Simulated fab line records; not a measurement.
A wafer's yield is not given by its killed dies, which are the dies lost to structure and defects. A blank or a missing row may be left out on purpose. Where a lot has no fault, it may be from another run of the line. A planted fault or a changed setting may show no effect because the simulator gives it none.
2 desks, one fault | flow n5-finfet | each desk has only its own numbers; what lay behind them comes last

== THE TOOL OWNER'S DESK: litho-track-05 ==
The tool's own readings at N5_BEOL_M3_COAT_68 (time 60 s, resist thk 12 nm): means of the sampled wafers that have a number, for each lot that ran on this tool. The brackets show how far a lot's mean lies from the usual mean; more than 4 standard deviations puts the lot out of limits, marked OUT.
Columns: A = heater-power-total-W at N5_BEOL_M3_COAT_68, usual 427.7 W; B = spin-speed-rpm at N5_BEOL_M3_COAT_68, usual 1499.9 rpm
lot  | first seen here | A     | B
L834 | day 8 10:45     | 430.7 | 1499.3
L837 | day 8 19:04     | 426.2 | 1500.9
L838 | day 9 01:25     | 427.6 | 1499.8
L841 | day 10 13:16    | 428.3 | 1755.1 (+99 or more) OUT
L845 | day 11 17:57    | 427.2 | 1755.3 (+99 or more) OUT
This desk's verdict: out of limits on L841, L845, starting with L841 at day 10 13:16 (spin-speed-rpm at N5_BEOL_M3_COAT_68). In limits: L834, L837, L838.

== METROLOGY DESK ==
Lot by lot, what the gauges showed, no matter which tool ran the lot: averages of those sampled wafers that carry a number. The brackets show how far a lot's mean lies from the usual mean; more than 4 standard deviations puts the lot out of limits, marked OUT. It has 12 readings; the 7 that lie furthest out on some lot are the ones shown.
Columns: A = M2_RS at N5_BEOL_M2_RS_MEAS_58, usual 0.682 ohm/sq; B = M3_OVL at N5_BEOL_M3_OVL_MEAS_12, usual 0.1 nm; C = DIBL_N at N5_BEOL_M4_RC_MEAS_101, usual 36.0 mV/V; D = IOFF_N at N5_BEOL_M4_RC_MEAS_101, usual 0.16 nA/um; E = ION_N at N5_BEOL_M4_RC_MEAS_101, usual 672 uA/um; F = SS_N at N5_BEOL_M4_RC_MEAS_101, usual 71.4 mV/dec; G = SS_P at N5_BEOL_M4_RC_MEAS_101, usual 73.2 mV/dec
lot  | first seen here | A     | B    | C    | D    | E   | F    | G
L831 | day 7 21:16     | 0.707 | -0.5 | 35.0 | 0.15 | 677 | 71.1 | 73.6
L834 | day 8 07:47     | 0.681 | 0.5  | 35.6 | 0.12 | 665 | 71.0 | 72.5
L837 | day 8 16:41     | 0.654 | 0.0  | 34.4 | 0.13 | 662 | 70.8 | 72.3
L838 | day 8 22:23     | 0.700 | 0.4  | 35.7 | 0.16 | 681 | 71.0 | 73.1
L841 | day 10 11:19    | 0.695 | 0.2  | 34.8 | 0.14 | 668 | 71.3 | 72.6
L845 | day 11 15:52    | 0.666 | -0.8 | 35.7 | 0.16 | 669 | 71.6 | 73.5
L847 | day 11 20:43    | 0.730 | 0.2  | 34.5 | 0.14 | 664 | 71.8 | 72.2
L849 | day 12 03:39    | 0.686 | -0.3 | 39.4 | 0.21 | 693 | 72.1 | 74.5
L850 | day 12 05:30    | 0.665 | 0.2  | 34.1 | 0.12 | 651 | 70.3 | 72.1
This desk's verdict: no lot among the 9 shows anything out of limits.

== TAKEN TOGETHER ==
An alarm could have come from the tool owner's desk at day 10 13:16, on L841, L845.
Nothing out of limits was seen by the metrology desk.
The metrology desk has L841, L845 on record, within its limits.
Of the lots named, all ran N5_BEOL_M3_COAT_68 on litho-track-05.

== WHAT HAD BEEN PUT IN BY THE SIMULATOR ==
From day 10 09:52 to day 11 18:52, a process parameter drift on litho-track-05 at N5_BEOL_M3_COAT_68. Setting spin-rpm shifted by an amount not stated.
Shown lots that were struck: L841, L845.
Each desk's first reading out of limits, in hours after the fault started: the tool owner's desk, 3.
